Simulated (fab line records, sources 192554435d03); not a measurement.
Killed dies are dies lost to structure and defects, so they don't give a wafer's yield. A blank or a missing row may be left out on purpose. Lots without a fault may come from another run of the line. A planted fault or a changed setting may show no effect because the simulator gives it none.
Chamber matching | flow n5_finfet | N5_BEOL_M3_ETCH_77 on rie_diel-06: 4 sister chambers
The step etches underlayer in N2/H2, target depth 6.5 nm, time 5.2 s. 4 wafers are shown with their chamber, then 7 later ones without.

WAFERS WITH THEIR CHAMBER
wafer  | chamber | drypump_motor_current_A (A)
L089.5 | 1       | 5.2
L089.6 | 2       | 6.0
L091.1 | 0       | 6.6
L091.2 | 3       | 6.0

WAFERS WITHOUT THEIR CHAMBER
wafer  | drypump_motor_current_A (A)
L091.4 | 5.1
L092.1 | 5.9
L092.3 | 5.2
L092.5 | 5.2
L095.1 | 6.0
L095.4 | 6.6
L095.5 | 6.0

WHICH CHAMBER EACH WENT THROUGH
wafer  | from the rows above     | in truth
L091.4 | 1                       | 1
L092.1 | can't be placed: 2 or 3 | 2
L092.3 | 1                       | 1
L092.5 | 1                       | 1
L095.1 | can't be placed: 2 or 3 | 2
L095.4 | 0                       | 0
L095.5 | can't be placed: 2 or 3 | 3
Placed correctly: 4 of 7. Can't be placed from these rows: 3 (the true chamber is among the candidates in 3). Placed wrongly: 0.
How it was worked out, from the rows above alone: a wafer's distance from a chamber is the root of the sum, over the readings, of the square of ((its reading less the chamber's mean) divided by the reading's scatter). The wafer belongs to the nearest chamber; if the next one is less than 2 further off, it can't be placed. A chamber's mean is the mean of its shown wafers. The scatter: with one shown wafer a chamber, the root of the mean of the squares of how far each hidden wafer lies from its nearest shown one.
